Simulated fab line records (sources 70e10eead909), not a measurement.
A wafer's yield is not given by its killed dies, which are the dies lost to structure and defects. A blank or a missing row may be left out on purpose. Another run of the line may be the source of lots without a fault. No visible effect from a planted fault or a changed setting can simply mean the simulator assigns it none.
fab line records    flow nand-harc
record: lots: 11  wafers: 33  last-day: 24
route steps=1159 shown P_GATE@145 P_CONTACT@232 END@1159
lots untouched by any fault: they come from a run of this same line in which no faults occurred
start-h: hours from the record's first day to the start of the lot's first wafer shown    wait-h: time in hours since the lot's previous step    " identical to the entry in the row above    L1.1+2: a row that stands for several wafers    - no value present, or no start provided    * or withheld: withheld    < > ~ a bound
route shown NAME@n: NAME is a module with steps in the file, n the number in the route of the first one    usual: average and standard deviation across the fault-free wafers    same: alike in all rows    chamber/n: place in a boat    sites: the reading at each site    _std_site: their standard deviation    _edge_site: the outer-site mean with the inner-site mean subtracted    radius-mm: for every site, how far away it sits from the centre of the wafer    mask NAME#n: copy n    behind: tool/chamber where the wafer was last shaped    hold: cause of the lot's hold/its duration in hours/its outcome    device: the n, p or np transistor that did not switch    end of line: the same wafers' tests at the end of the route    for a step that has no rows: nothing shown but its recipe    killed: dies lost to structure and defects at the first sort, not the wafer's yield    map: per-die view of a wafer (x killed, . not killed, _ where there is no die)
set.NAME: the setting that was run; set.NAME@STEP: the one run at that earlier step    model.NAME: the simulator's own value behind a step, which no gauge read
route steps across a sampled set of lots; one table per step, one row per wafer
services: from which hour (start-h, from the record's first day; less than 0 if before it) a tool's chamber was out of use, for how many hours, and why
== steps ==
step: NHARC_P_GATE_ETCH_104
recipe: target-depth-a: 600  time-s: withheld  cf4-flow-sccm: 100  chf3-flow-sccm: 30  ar-flow-sccm: 0  rf-w: 500  bias-w: 200  chemistry: CF4/CHF3
usual: chamber-pressure-mTorr: 24.998/0.023  drypump-motor-current-A: 5.6/0.53  mfc-ar-sccm: 0.008/0.014  oes-product-au: 0.951/0.023  rf-vpp-V: 371.1/2.7  showerhead-plenum-p-Torr: 1.59/0.073  throttle-valve-pct: 16.802/0.0097
lot.wafer  tool         chamber  start-h  wait-h  chamber-pressure-mTorr  drypump-motor-current-A  mfc-ar-sccm  oes-product-au  rf-vpp-V  showerhead-plenum-p-Torr  throttle-valve-pct
L225.2     rie-diel-11  2        84.28    0.1     24.978                  4.8                      0            0.935           374.2     1.67                      16.793
L225.4     "            0        "        "       25.036                  5.1                      0.034        0.930           368.3     1.49                      16.801
L225.6     "            1        "        "       25.019                  6.4                      0            0.924           367.7     1.51                      16.804
L226.1     rie-diel-02  3        98.16    0.1     24.997                  5.8                      0.034        0.920           372.5     1.65                      16.786
L226.3     "            2        "        "       24.975                  5.5                      0            0.927           368.4     1.48                      16.796
L226.6     "            3        "        "       24.985                  5.8                      0.034        0.924           372.8     1.65                      16.807
L232.4     rie-diel-11  1        128.86   0.1     25.021                  6.4                      0            0.963           368.3     1.51                      16.790
L232.5     "            1        "        "       25.055                  6.4                      0            0.964           367.9     1.51                      16.811
L232.6     "            2        "        "       24.996                  4.8                      0            0.987           374.3     1.66                      16.800
L234.2     rie-diel-11  0        140.03   0.1     24.988                  5.0                      0.034        0.985           367.2     1.48                      16.820
L234.3     "            2        "        "       24.972                  4.8                      0            0.970           373.2     1.66                      16.814
L234.4     "            3        "        "       24.988                  5.9                      0            0.992           374.1     1.69                      16.811
L238.3     rie-diel-02  0        171.81   0.1     25.059                  6.3                      0            0.969           373.3     1.67                      16.814
L238.2     "            3        "        "       25.013                  5.8                      0.034        0.976           373.2     1.65                      16.802
L238.5     "            0        "        "       24.998                  6.3                      0            0.962           373.1     1.67                      16.792
L241.1     rie-diel-02  0        194.20   0.1     24.958                  6.3                      0            0.976           372.8     1.67                      16.798
L241.3     "            1        "        "       24.996                  4.9                      0            0.958           372.5     1.61                      16.795
L241.2     "            3        "        "       25.004                  5.8                      0.034        0.956           372.0     1.65                      16.801
L244.3     rie-diel-02  2        201.47   0.1     25.009                  5.5                      0            0.973           367.8     1.48                      16.794
L244.2     "            0        "        "       24.969                  6.2                      0            0.958           373.2     1.67                      16.815
L244.6     "            2        "        "       25.056                  5.5                      0            0.971           368.6     1.48                      16.788
L242.4     rie-diel-12  2        201.63   0.1     24.974                  5.8                      0.010        0.962           369.1     1.58                      16.801
L242.5     "            3        "        "       24.981                  6.0                      0            0.963           374.2     1.64                      16.804
L242.6     "            0        "        "       24.983                  5.7                      0            0.972           369.9     1.58                      16.802
L245.3     rie-diel-02  3        202.22   0.1     24.989                  5.8                      0.034        0.955           374.3     1.65                      16.790
L245.1     "            1        "        "       25.015                  4.9                      0            0.968           371.9     1.61                      16.789
L245.5     "            3        "        "       24.976                  5.8                      0.034        0.948           372.3     1.65                      16.815
L247.4     rie-diel-02  0        218.20   0.1     25.028                  6.3                      0            0.918           374.2     1.67                      16.806
L247.1     "            1        "        "       24.944                  4.9                      0            0.926           371.5     1.61                      16.816
L247.3     "            2        "        "       24.985                  5.5                      0            0.928           368.4     1.48                      16.816
L246.3     rie-diel-12  2        218.36   0.1     25.021                  5.8                      0.010        0.980           369.9     1.58                      16.807
L246.2     "            3        "        "       24.993                  5.9                      0            0.984           372.1     1.64                      16.800
L246.4     "            1        "        "       25.010                  5.0                      0.034        0.971           366.5     1.50                      16.798
step: NHARC_P_GATE_INSPECT_68
usual: raw-defect-count: 206/92
lot.wafer  tool               chamber  start-h  wait-h  raw-defect-count
L225.2     defect-inspect-01  -        102.68   0.1     176
L225.4     "                  -        "        "       116
L225.6     "                  -        "        "       152
L226.1     defect-inspect-02  -        116.68   0.2     163
L226.3     "                  -        "        "       175
L226.6     "                  -        "        "       125
L232.4     defect-inspect-02  -        146.73   0.1     777
L232.5     "                  -        "        "       727
L232.6     "                  -        "        "       737
L234.2     defect-inspect-02  -        158.46   0.1     570
L234.3     "                  -        "        "       542
L234.4     "                  -        "        "       614
L238.2     defect-inspect-02  -        190.90   0.1     334
L238.3     "                  -        "        "       101
L238.5     "                  -        "        "       179
L241.1     defect-inspect-02  -        212.58   0.2     123
L241.2     "                  -        "        "       122
L241.3     "                  -        "        "       118
L244.2     defect-inspect-01  -        220.03   0.1     176
L244.3     "                  -        "        "       287
L244.6     "                  -        "        "       167
L245.1     defect-inspect-01  -        220.99   0.2     208
L245.3     "                  -        "        "       236
L245.5     "                  -        "        "       144
L242.4     defect-inspect-02  -        221.11   0.1     121
L242.5     "                  -        "        "       114
L242.6     "                  -        "        "       128
L247.1     defect-inspect-01  -        237.10   0.2     208
L247.3     "                  -        "        "       300
L247.4     "                  -        "        "       208
L246.2     defect-inspect-02  -        237.45   0.1     187
L246.3     "                  -        "        "       91
L246.4     "                  -        "        "       182
step: NHARC_P_CONTACT_CD_MEAS_12
recipe: target-cd-nm: 90  landing-energy-ev: 500
usual: cd-nm: 89.9/0.52
same: landing-energy-ev: 500
lot.wafer  tool       chamber  start-h  wait-h  cd-nm
L225.2     cd-sem-01  0        104.29   -       89.3
L225.4     "          0        "        "       89.2
L225.6     "          0        "        "       89.0
L226.1     cd-sem-03  0        118.33   -       90.0
L226.3     "          0        "        "       89.7
L226.6     "          0        "        "       89.2
L232.4     cd-sem-03  0        148.35   -       90.7
L232.5     "          0        "        "       89.5
L232.6     "          0        "        "       89.8
L234.2     cd-sem-03  0        159.95   -       89.7
L234.3     "          0        "        "       89.3
L234.4     "          0        "        "       89.3
L238.2     cd-sem-01  0        192.64   -       90.4
L238.3     "          0        "        "       89.7
L238.5     "          0        "        "       90.5
L241.1     cd-sem-01  0        214.20   -       91.1
L241.2     "          0        "        "       90.4
L241.3     "          0        "        "       90.6
L244.2     cd-sem-03  0        221.66   -       89.4
L244.3     "          0        "        "       89.7
L244.6     "          0        "        "       90.0
L245.1     cd-sem-01  0        222.47   -       90.2
L245.3     "          0        "        "       89.6
L245.5     "          0        "        "       90.7
L242.4     cd-sem-02  0        222.81   -       89.5
L242.5     "          0        "        "       89.2
L242.6     "          0        "        "       88.9
L247.1     cd-sem-01  0        238.76   -       90.1
L247.3     "          0        "        "       89.8
L247.4     "          0        "        "       89.5
L246.2     cd-sem-02  0        239.25   -       90.6
L246.3     "          0        "        "       90.5
L246.4     "          0        "        "       90.7
step: NHARC_P_CONTACT_DESCUM_17
recipe: time-s: 3  o2-flow-sccm: 200  ar-flow-sccm: 0  bias-power-w: 0  chemistry: O2
usual: chamber-pressure-mTorr: 60.00/0.054  drypump-motor-current-A: 5.9/0.44  mfc-ar-sccm: 0.008/0.011  o2-flow-sccm: 200.1/0.57  oes-product-au: 1.001/0.0062  rf-vpp-V: 57.8/0.88  showerhead-plenum-p-Torr: 1.91/0.091  throttle-valve-pct: 11.312/0.008
lot.wafer  tool         chamber  start-h  wait-h  chamber-pressure-mTorr  drypump-motor-current-A  mfc-ar-sccm  o2-flow-sccm  oes-product-au  rf-hours-counter-h  rf-vpp-V  showerhead-plenum-p-Torr  throttle-valve-pct
L225.4     rie-diel-05  0        104.48   0.1     60.04                   5.8                      0.009        200.4         1.013           10                  56.7      1.88                      11.309
L225.2     "            1        "        "       60.00                   5.9                      0            200.4         1.000           10                  57.9      1.79                      11.296
L225.6     "            3        "        "       60.05                   6.4                      0            200.2         1.001           -                   59.0      1.99                      11.309
L226.1     rie-diel-05  0        118.53   0.1     60.03                   5.8                      0.009        200.3         1.009           12                  58.1      1.88                      11.307
L226.3     "            2        "        "       59.89                   6.1                      0.033        200.8         1.004           11                  57.0      1.94                      11.319
L226.6     "            0        "        "       60.11                   5.8                      0.009        200.2         1.002           -                   57.3      1.88                      11.316
L232.5     rie-diel-13  0        148.56   0.1     59.95                   6.5                      0.024        200.1         1.012           -                   58.3      2.05                      11.309
L232.6     "            2        "        "       60.09                   5.6                      0            200.0         1.012           -                   57.1      1.80                      11.327
L232.4     "            3        "        "       59.94                   5.2                      0.002        199.8         1.008           -                   57.9      1.87                      11.320
L234.3     rie-diel-05  0        160.14   0.1     60.05                   5.8                      0.009        199.8         1.008           17                  56.3      1.88                      11.312
L234.4     "            1        "        "       60.00                   6.0                      0            199.8         1.001           16                  56.4      1.78                      11.303
L234.2     "            3        "        "       59.97                   6.3                      0            200.0         1.005           15                  57.3      1.98                      11.316
L238.2     rie-diel-13  1        192.84   0.1     59.95                   5.7                      0            200.2         1.004           6                   57.5      2.00                      11.311
L238.3     "            2        "        "       60.14                   5.6                      0            200.5         0.995           10                  57.6      1.80                      11.306
L238.5     "            3        "        "       60.03                   5.2                      0.002        200.3         0.992           -                   58.4      1.87                      11.307
L241.1     rie-diel-04  3        214.39   0.1     60.02                   5.3                      0            200.1         1.001           37                  58.0      1.99                      11.316
L241.2     "            0        "        "       59.97                   5.0                      0            199.0         1.007           10                  58.4      1.80                      11.318
L241.3     "            2        "        "       59.93                   5.7                      0.005        200.5         1.005           37                  57.0      1.88                      11.316
L244.2     rie-diel-05  3        221.86   0.1     60.07                   6.4                      0            200.3         1.003           3                   59.3      1.98                      11.312
L244.3     "            0        "        "       60.09                   5.8                      0.009        200.2         1.004           3                   57.4      1.88                      11.318
L244.6     "            3        "        "       60.09                   6.4                      0            200.0         1.002           -                   58.3      1.98                      11.303
L245.1     rie-diel-13  2        222.67   0.1     59.99                   5.6                      0            200.5         1.001           13                  57.4      1.80                      11.310
L245.3     "            0        "        "       60.07                   6.5                      0.024        200.0         0.994           12                  58.7      2.05                      11.307
L245.5     "            3        "        "       60.01                   5.2                      0.002        199.8         1.007           -                   57.2      1.87                      11.310
L242.4     rie-diel-05  3        222.99   0.1     60.01                   6.4                      0            200.0         1.003           3                   58.9      1.98                      11.304
L242.5     "            3        "        "       60.01                   6.4                      0            200.5         0.992           -                   56.4      1.98                      11.324
L242.6     "            0        "        "       60.00                   5.8                      0.009        200.3         0.998           -                   57.3      1.88                      11.305
L247.4     rie-diel-05  1        238.95   0.1     59.99                   6.0                      0            200.4         0.995           5                   57.7      1.78                      11.308
L247.1     "            2        "        "       59.86                   6.2                      0.033        200.0         1.010           6                   57.8      1.93                      11.315
L247.3     "            3        "        "       60.03                   6.4                      0            200.9         0.999           5                   57.5      1.98                      11.304
L246.2     rie-diel-13  0        239.44   0.1     59.97                   6.5                      0.024        200.7         0.999           14                  59.3      2.05                      11.307
L246.3     "            1        "        "       60.00                   5.7                      0            199.7         0.989           11                  57.6      2.00                      11.311
L246.4     "            2        "        "       60.01                   5.6                      0            199.8         0.986           16                  58.0      1.80                      11.317
step: NHARC_P_CONTACT_DEGAS_38
recipe: temp-c: 300  time-s: 60
usual: heater-power-w: 463/56
lot.wafer  tool            chamber  start-h  wait-h  heater-power-w
L225.4     pvd-sputter-01  -        106.12   -       480
L225.2     "               -        "        "       437
L225.6     "               -        "        "       469
L226.1     pvd-sputter-03  -        120.14   -       622
L226.3     "               -        "        "       483
L226.6     "               -        "        "       496
L232.4     pvd-sputter-01  -        150.58   -       429
L232.6     "               -        "        "       486
L232.5     "               -        "        "       417
L234.4     pvd-sputter-02  -        161.75   -       425
L234.2     "               -        "        "       457
L234.3     "               -        "        "       400
L238.3     pvd-sputter-01  -        194.42   -       401
L238.2     "               -        "        "       439
L238.5     "               -        "        "       415
L241.3     pvd-sputter-03  -        216.40   -       475
L241.2     "               -        "        "       497
L241.1     "               -        "        "       510
L244.3     pvd-sputter-01  -        223.44   -       460
L244.2     "               -        "        "       415
L244.6     "               -        "        "       444
L245.1     pvd-sputter-01  -        224.25   -       442
L245.3     "               -        "        "       467
L245.5     "               -        "        "       409
L242.4     pvd-sputter-03  -        224.58   -       500
L242.6     "               -        "        "       502
L242.5     "               -        "        "       480
L247.3     pvd-sputter-01  -        240.60   -       423
L247.1     "               -        "        "       466
L247.4     "               -        "        "       425
L246.3     pvd-sputter-02  -        241.01   -       436
L246.2     "               -        "        "       487
L246.4     "               -        "        "       428
step: NHARC_END_SORT_01
recipe: temp-c: 25
usual: killed-at-array: 29/11  killed-at-other: 0.6/0.92  killed-at-periphery: 3.2/2  killed-dies: 33/11  killed-open: 3.2/2  killed-short: 1.9/1.5
same: gross-dies: 677
lot.wafer  tool       chamber  start-h  wait-h  killed-at-array  killed-at-other  killed-at-periphery  killed-dies  killed-open  killed-short
L232.4     prober-02  0        487.30   3.5     11               1                84                   96           0            3
L232.5     prober-02  0        488.11   3.8     12               6                84                   102          4            2
L232.6     prober-02  0        488.92   4.1     14               0                90                   104          7            2
L234.2     prober-02  0        493.71   2.8     12               0                73                   85           2            4
L234.3     prober-02  0        494.51   3.1     19               1                86                   106          4            3
L234.4     prober-02  0        495.32   3.4     9                0                35                   44           0            3
killed by level:class
L232.4 P_GATE:unspecified=83 A_STAIRCASE:chamber-film-flake=3 A_ZERO_WELL:chamber-film-flake=2 A_CHANNEL_HOLE_D1:chamber-film-flake=2 A_SOURCE_PLATE:geometric-particle:short=1 A_CHANNEL_FILL_D1:geometric-particle:short=1 A_WL_FILL:geometric-particle:short=1 P_ZERO_WELL:chamber-film-flake=1
L232.5 P_GATE:unspecified=80 THIN_TSV:chamber-film-flake=5 A_STAIRCASE:chamber-film-flake=4 A_WL_FILL:chamber-film-flake=2 P_M1:geometric-particle:open=1 A_CHANNEL_FILL_D1:geometric-particle:open=1 A_WL_FILL:geometric-particle:open=1 A_CONTACT:geometric-particle:open=1
L232.6 P_GATE:unspecified=87 A_ONON_D1:geometric-particle:open=2 A_M0:geometric-particle:open=2 A_WL_FILL:chamber-film-flake=2 A_CONTACT:chamber-film-flake=2 P_GATE:geometric-particle:short=1 P_M0:geometric-particle:open=1 A_WL_FILL:geometric-particle:short=1
L234.2 P_GATE:unspecified=70 A_STAIRCASE:chamber-film-flake=4 A_CHANNEL_FILL_D1:geometric-particle:short=2 P_BONDPAD:chamber-film-flake=2 A_CONTACT:chamber-film-flake=2 P_ZERO_WELL:geometric-particle:short=1 A_STAIRCASE:geometric-particle:open=1 A_CONTACT:geometric-particle:open=1
L234.3 P_GATE:unspecified=85 A_CHANNEL_HOLE_D1:chamber-film-flake=6 A_CONTACT:geometric-particle:open=3 A_ZERO_WELL:chamber-film-flake=3 A_STAIRCASE:chamber-film-flake=3 A_CHANNEL_FILL_D1:geometric-particle:open=1 A_CHANNEL_FILL_D1:geometric-particle:short=1 A_SGD_CUT:geometric-particle:short=1
L234.4 P_GATE:unspecified=31 A_CHANNEL_HOLE_D1:chamber-film-flake=2 A_STAIRCASE:chamber-film-flake=2 A_CONTACT:chamber-film-flake=2 P_STI:geometric-particle:short=1 P_CONTACT:geometric-particle:short=1 A_WL_FILL:geometric-particle:short=1 P_ZERO_WELL:chamber-film-flake=1
== services ==
tool            chamber  start-h  hours  kind
rie-diel-05     3        66.63    6.5    repair
rie-diel-04     2        72.42    1.9    repair
rie-diel-11     -        85.68    0.4    repair
rie-diel-13     -        99.03    9.0    pm
pvd-sputter-03  -        102.00   10.0   pm
rie-diel-04     3        107.46   1.4    repair
rie-diel-04     -        111.90   9.0    pm
rie-diel-13     1        121.69   32.1   repair
pvd-sputter-03  -        122.19   4.2    repair
rie-diel-05     2        135.39   7.6    repair
pvd-sputter-01  -        147.89   1.3    repair
rie-diel-04     1        147.89   6.8    repair
rie-diel-02     -        150.70   9.0    pm
pvd-sputter-01  -        158.00   10.0   pm
rie-diel-05     -        163.60   9.0    pm
pvd-sputter-01  -        169.28   0.5    repair
rie-diel-05     1        176.99   9.2    repair
rie-diel-05     2        182.17   5.1    repair
rie-diel-04     -        189.46   1.0    repair
rie-diel-11     -        189.82   9.0    pm
rie-diel-12     -        202.53   9.0    pm
pvd-sputter-02  -        214.05   10.0   pm
rie-diel-11     2        216.06   3.2    repair
pvd-sputter-01  -        234.33   4.0    repair
== key ==
first-sign: step: NHARC_P_GATE_INSPECT_68  reading: raw-defect-count  direction: up  sigmas: 4.9  usual: 206  struck: 661
effect: step: NHARC_END_SORT_01  reading: killed-at-periphery  direction: up  sigmas: 36  usual: 3.2  struck: 75.3
more-kills-born-at: NHARC_P_GATE_ETCH_104@rie-diel-11: 434
met-at NHARC_P_GATE_ETCH_104
struck-lots L232,L234
tester-left-out L232,L234
not-acting-at NHARC_P_CONTACT_CD_MEAS_12,NHARC_P_CONTACT_DESCUM_17,NHARC_P_CONTACT_DEGAS_38
onset-between 84.28 128.86
fault: kind: chamber-particle-source  tool: rie-diel-11  chamber: -  onset-h: 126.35  steps: NHARC_P_GATE_ETCH_104  rate-per-visit-cm2: 0.75022  end-h: 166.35
tester-left-out: of these lots the tester's yield and bins aren't shown, on N5 and GAA mostly nor the transistor test; their killed dies are dies lost to structure and defects alone, not to doping, threshold or leakage, so they don't give the yield
